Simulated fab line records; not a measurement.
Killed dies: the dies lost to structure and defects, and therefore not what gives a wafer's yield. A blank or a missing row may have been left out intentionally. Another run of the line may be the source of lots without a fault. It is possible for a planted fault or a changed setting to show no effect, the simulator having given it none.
fab line records	flow n5_finfet	part 2 of 2: steps 5 to 6 of 6
record lots=23	wafers=69	last_day=18
route steps=1938 shown WELL_APT@29 PMOS_HMC_CHANNEL_EPI@68 FIN_SAQP@100
lots untouched by any fault: they come from a run of this same line in which no faults occurred
start_h: hours from the record's opening day to when the first of the lot's shown wafers began	wait_h: hours from the lot's prior step to this one	" same as the row above	L1.1+2: several wafers, shown together as one row	- no value present, or no start provided	* or withheld: withheld	< > ~ a bound
route shown NAME@n: a module of which the file shows steps, and the number in the route of the first	usual: mean and standard deviation over wafers with no fault	same: alike in all rows	chamber/n: place in a boat	sites: the reading at each site	_std_site: how widely they spread, as a standard deviation	_edge_site: inner sites' mean taken away from outer sites' mean	radius_mm: how far each site lies from the wafer's centre	mask NAME#n: copy n	behind: the last tool/chamber to shape the wafer	hold: why the lot went on hold/how many hours it stayed there/how the hold came to an end	device: the transistor (n, p or np) that didn't switch	end of line: at the end of the route, the tests of the same wafers	a step given without rows: its recipe and nothing more	killed: count of dies lost to structure and defects at first sort (not the wafer's yield)	map: dies across one wafer; x = killed, . = not, _ = none there
set.NAME: the setting the step ran with; set.NAME@STEP: the setting that earlier step ran with	model.NAME: the simulator's own value behind a step, which no gauge read
route steps across a sampled set of lots; one table per step, one row per wafer
services: the hour from which a tool's chamber was out of use, counted from the record's first day as start_h (under 0 if before that day), plus the number of hours and why
## steps
# step N5_PMOS_HMC_CHANNEL_EPI_STRIP_33
# recipe chemistry=N2/H2	power_w=500	temp_c=40	pressure_mtorr=50	rf_frequency_hz=6e+07	overash_fraction=0.3	bias_power_w=8	h2_frac=0.5	n2_flow_sccm=300	h2_flow_sccm=300
# usual drypump_motor_current_A=5.7/0.49	h2_flow_sccm=300.0/0.95	oes_product_au=0.78/0.07	rf_vpp_V=54.1/1.6	showerhead_plenum_p_Torr=3.36/0.096	throttle_valve_pct=19.05/0.2
lot.wafer	tool	chamber	start_h	wait_h	drypump_motor_current_A	h2_flow_sccm	oes_product_au	rf_hours_counter_h	rf_vpp_V	showerhead_plenum_p_Torr	throttle_valve_pct
L074.2	rie_diel-04	1	17.52	0.0	5.1	301.6	0.82	86	53.4	3.40	18.90
L074.3	"	3	"	"	6.3	302.4	0.83	88	54.3	3.38	18.96
L074.4	"	2	"	"	6.1	299.9	0.77	162	50.4	3.35	19.06
L075.2	rie_diel-04	3	24.82	0.0	6.3	299.1	0.83	91	54.2	3.38	18.99
L075.3	"	0	"	"	5.1	300.0	0.73	199	55.6	3.47	19.20
L075.6	"	2	"	"	6.1	302.2	0.75	-	53.9	3.34	19.09
L077.2	rie_diel-04	2	36.82	0.0	6.1	300.8	0.75	169	56.2	3.34	19.07
L077.3	"	3	"	"	6.3	298.5	0.82	96	54.9	3.38	19.00
L077.5	"	3	"	"	6.3	298.8	0.82	-	54.7	3.38	18.98
L078.2	rie_diel-03	3	41.57	0.0	5.0	299.9	0.71	222	55.8	3.19	19.05
L078.5	"	1	"	"	5.8	299.8	0.88	-	55.3	3.43	18.99
L078.6	"	3	"	"	5.0	300.3	0.72	-	55.3	3.19	19.03
L079.4	rie_diel-03	1	49.53	0.0	5.8	298.4	0.86	-	57.0	3.43	19.02
L079.5	"	0	"	"	6.3	300.9	0.76	-	54.9	3.21	18.74
L079.6	"	3	"	"	5.0	300.0	0.70	-	51.9	3.19	19.01
L080.3	rie_diel-04	3	53.90	0.0	6.3	301.1	0.81	101	52.8	3.38	19.01
L080.4	"	2	"	"	6.1	299.2	0.75	-	52.3	3.34	19.09
L080.6	"	3	"	"	6.3	300.2	0.80	-	52.6	3.38	19.02
L081.3	rie_diel-06	3	59.93	0.0	5.8	301.1	0.75	157	51.6	3.22	19.03
L081.4	"	2	"	"	5.7	300.4	0.70	238	54.2	3.44	19.16
L081.5	"	2	"	"	5.7	302.7	0.71	-	54.0	3.44	19.20
L082.1	rie_diel-03	3	65.35	0.0	5.0	300.7	0.70	230	55.1	3.18	19.05
L082.2	"	0	"	"	6.3	300.0	0.77	175	54.3	3.21	18.74
L082.3	"	1	"	"	5.8	299.4	0.86	41	55.0	3.42	19.03
L083.3	rie_diel-04	3	71.70	0.0	6.3	299.9	0.80	107	51.8	3.37	19.00
L083.4	"	0	"	"	5.1	300.3	0.72	210	52.8	3.47	19.23
L083.6	"	0	"	"	5.1	300.4	0.71	-	54.5	3.46	19.20
L084.2	rie_diel-03	3	77.25	0.0	5.0	300.0	0.71	236	55.4	3.18	19.05
L084.3	"	0	"	"	6.3	300.7	0.75	180	54.3	3.21	18.76
L084.5	"	3	"	"	5.0	301.4	0.70	-	52.2	3.18	19.05
L085.1	rie_diel-04	0	83.50	0.0	5.0	300.4	0.70	214	54.7	3.46	19.24
L085.3	"	3	"	"	6.4	299.9	0.81	112	55.5	3.37	19.03
L085.6	"	3	"	"	6.3	298.1	0.79	-	53.8	3.37	19.02
L086.1	rie_diel-04	0	90.01	0.0	5.1	299.7	0.71	216	51.8	3.46	19.26
L086.2	"	3	"	"	6.3	299.7	0.80	114	53.8	3.37	19.05
L086.5	"	2	"	"	6.1	299.3	0.74	-	53.1	3.33	19.11
L087.2	rie_diel-06	3	95.90	0.0	5.8	300.0	0.76	168	54.2	3.21	19.06
L087.3	"	0	"	"	5.6	299.3	0.92	19	55.3	3.43	19.38
L087.4	"	3	"	"	5.8	301.0	0.76	-	53.0	3.21	19.02
L088.2	rie_diel-06	3	101.89	0.0	5.8	300.5	0.74	170	53.5	3.21	19.03
L088.3	"	2	"	"	5.6	298.7	0.70	251	52.6	3.43	19.22
L088.4	"	2	"	"	5.6	299.7	0.69	-	52.9	3.43	19.19
L089.1	rie_diel-03	1	107.67	0.0	5.8	300.7	0.86	52	52.8	3.42	19.06
L089.4	"	2	"	"	5.7	300.1	0.90	14	55.8	3.30	18.63
L089.6	"	2	"	"	5.7	300.1	0.92	-	57.2	3.30	18.61
L090.1	rie_diel-06	3	113.98	0.0	5.8	298.9	0.74	175	51.0	3.21	19.04
L090.3	"	0	"	"	5.6	298.5	0.91	27	51.9	3.42	19.42
L090.6	"	0	"	"	5.6	299.3	0.90	-	54.7	3.43	19.43
L091.1	rie_diel-06	0	120.05	0.0	5.6	300.2	0.90	30	52.9	3.42	19.40
L091.3	"	3	"	"	5.8	300.1	0.74	179	52.7	3.21	19.09
L091.4	"	3	"	"	5.7	301.1	0.74	-	54.7	3.21	19.06
L092.3	rie_diel-04	2	125.37	0.0	6.1	300.2	0.73	196	57.5	3.33	19.13
L092.4	"	1	"	"	5.1	299.9	0.78	123	54.1	3.38	18.95
L092.6	"	1	"	"	5.1	299.0	0.77	-	56.3	3.38	18.97
L093.1	rie_diel-04	2	131.42	0.0	6.1	299.3	0.72	197	53.6	3.33	19.19
L093.3	"	1	"	"	5.1	299.1	0.79	125	53.4	3.38	18.96
L093.4	"	0	"	"	5.1	300.0	0.70	231	51.9	3.45	19.27
L094.4	rie_diel-03	1	137.50	0.0	5.8	299.0	0.84	-	57.2	3.41	19.11
L094.5	"	2	"	"	5.7	300.1	0.91	-	54.7	3.30	18.63
L094.6	"	0	"	"	6.3	299.8	0.74	-	52.8	3.19	18.79
L095.1	rie_diel-04	3	145.08	0.0	6.3	299.6	0.79	128	52.4	3.36	19.07
L095.3	"	1	"	"	5.1	299.7	0.77	130	55.0	3.38	19.00
L095.5	"	3	"	"	6.3	300.0	0.79	-	55.0	3.36	19.05
L096.1	rie_diel-04	3	150.30	0.0	6.3	298.8	0.80	129	55.4	3.36	19.05
L096.3	"	0	"	"	5.1	299.0	0.70	236	53.5	3.45	19.32
L096.4	"	1	"	"	5.1	299.1	0.78	131	57.3	3.37	19.03
L097.3	rie_diel-03	2	156.18	0.0	5.7	300.8	0.89	32	55.6	3.29	18.63
L097.4	"	0	"	"	6.3	298.6	0.74	208	55.7	3.19	18.82
L097.5	"	3	"	"	5.0	298.6	0.96	-	56.1	3.58	18.62
# step N5_FIN_SAQP_PECVD_06
# recipe material=a-Si	target_thk_a=600	temp_c=400	precursor=SiH4/He	pressure_torr=3	rf_w=100	time_s=48.1
# usual heater_power_w=815/82	showerhead_plenum_p_Torr=5.67/0.052	throttle_valve_pct=17.9/1.1
lot.wafer	tool	chamber	start_h	wait_h	heater_power_w	showerhead_plenum_p_Torr	throttle_valve_pct
L074.2	pecvd-01	0	21.50	0.0	746	5.67	17.7
L074.3	"	2	"	"	901	5.57	16.9
L074.4	"	0	"	"	710	5.67	17.8
L075.2	pecvd-01	1	28.53	0.0	791	5.70	17.1
L075.3	"	2	"	"	894	5.56	17.2
L075.6	"	0	"	"	612	5.67	17.7
L077.2	pecvd-01	0	41.42	0.0	717	5.66	17.8
L077.3	"	2	"	"	771	5.57	17.0
L077.5	"	1	"	"	777	5.68	16.8
L078.2	pecvd-04	1	45.75	0.0	782	5.72	19.6
L078.5	"	1	"	"	786	5.72	19.5
L078.6	"	0	"	"	866	5.69	16.8
L079.4	pecvd-03	0	53.30	0.0	837	5.66	16.4
L079.5	"	2	"	"	749	5.66	20.1
L079.6	"	1	"	"	778	5.74	18.5
L080.3	pecvd-03	1	57.79	0.0	859	5.76	18.7
L080.4	"	2	"	"	795	5.67	19.9
L080.6	"	1	"	"	873	5.75	18.8
L081.3	pecvd-01	1	63.78	0.0	849	5.70	17.4
L081.4	"	2	"	"	906	5.58	17.1
L081.5	"	0	"	"	655	5.66	18.1
L082.1	pecvd-03	1	68.71	0.0	828	5.76	19.0
L082.2	"	2	"	"	759	5.69	19.8
L082.3	"	0	"	"	878	5.64	16.9
L083.3	pecvd-01	0	75.08	0.0	721	5.67	17.8
L083.4	"	2	"	"	774	5.58	17.2
L083.6	"	0	"	"	755	5.66	18.0
L084.2	pecvd-01	0	80.80	0.0	695	5.68	18.0
L084.3	"	2	"	"	776	5.57	17.2
L084.5	"	0	"	"	688	5.67	18.1
L085.1	pecvd-03	0	87.36	0.0	828	5.65	16.7
L085.3	"	2	"	"	764	5.67	20.0
L085.6	"	1	"	"	887	5.75	18.7
L086.1	pecvd-04	0	95.09	0.0	950	5.72	16.9
L086.2	"	2	"	"	882	5.64	17.0
L086.5	"	2	"	"	878	5.65	16.8
L087.2	pecvd-03	2	99.42	0.0	811	5.66	20.1
L087.3	"	1	"	"	870	5.74	18.6
L087.4	"	1	"	"	853	5.76	18.7
L088.2	pecvd-03	2	105.82	0.0	689	5.67	20.0
L088.3	"	0	"	"	851	5.65	17.0
L088.4	"	0	"	"	855	5.63	16.9
L089.1	pecvd-03	2	111.45	0.0	767	5.66	19.8
L089.4	"	2	"	"	784	5.68	20.0
L089.6	"	1	"	"	882	5.75	19.0
L090.1	pecvd-04	2	117.47	0.0	802	5.64	17.0
L090.3	"	0	"	"	922	5.70	17.2
L090.6	"	1	"	"	799	5.73	19.7
L091.1	pecvd-04	0	123.43	0.0	1009	5.70	16.9
L091.3	"	1	"	"	734	5.73	19.7
L091.4	"	0	"	"	1012	5.71	17.0
L092.3	pecvd-01	2	128.76	0.0	904	5.56	16.9
L092.4	"	2	"	"	883	5.56	17.3
L092.6	"	0	"	"	605	5.67	17.9
L093.1	pecvd-01	1	135.33	0.0	784	5.69	17.1
L093.3	"	0	"	"	727	5.68	18.0
L093.4	"	1	"	"	808	5.71	17.2
L094.4	pecvd-04	0	140.97	0.0	1002	5.68	17.0
L094.5	"	2	"	"	862	5.65	17.0
L094.6	"	1	"	"	813	5.72	19.3
L095.1	pecvd-01	0	148.65	0.0	680	5.66	17.9
L095.3	"	1	"	"	811	5.70	17.0
L095.5	"	0	"	"	687	5.68	17.9
L096.1	pecvd-03	0	153.72	0.0	852	5.65	17.0
L096.3	"	1	"	"	782	5.75	18.5
L096.4	"	0	"	"	834	5.66	17.0
L097.3	pecvd-03	1	159.88	0.0	795	5.75	18.9
L097.4	"	0	"	"	789	5.64	16.6
L097.5	"	1	"	"	808	5.75	18.8
## services
tool	chamber	start_h	hours	kind
rie_diel-04	0	9.80	6.9	repair
rie_diel-02	-	17.18	28.1	pm
rie_diel-06	-	19.82	14.6	pm
rie_diel-03	0	21.65	3.7	repair
rie_diel-06	1	41.22	1.6	repair
rie_diel-01	-	47.26	0.4	repair
rie_diel-05	2	47.66	10.7	repair
rie_diel-04	0	50.78	10.5	repair
rie_diel-05	1	54.83	4.8	repair
rie_diel-01	3	56.28	2.0	repair
rie_diel-04	2	56.88	8.0	repair
rie_diel-03	2	63.18	10.1	repair
rie_diel-03	1	74.24	13.3	repair
pecvd-01	-	77.65	2.2	repair
rie_diel-01	2	88.70	4.5	repair
rie_diel-06	1	95.07	7.2	repair
pecvd-03	-	95.35	3.2	repair
rie_diel-04	3	99.51	9.3	repair
rie_diel-01	0	112.90	5.7	repair
rie_diel-03	-	115.29	0.2	repair
rie_diel-06	1	127.85	16.1	repair
pecvd-03	-	132.56	2.8	pm
rie_diel-03	1	137.57	4.6	repair
rie_diel-02	0	158.33	3.4	repair
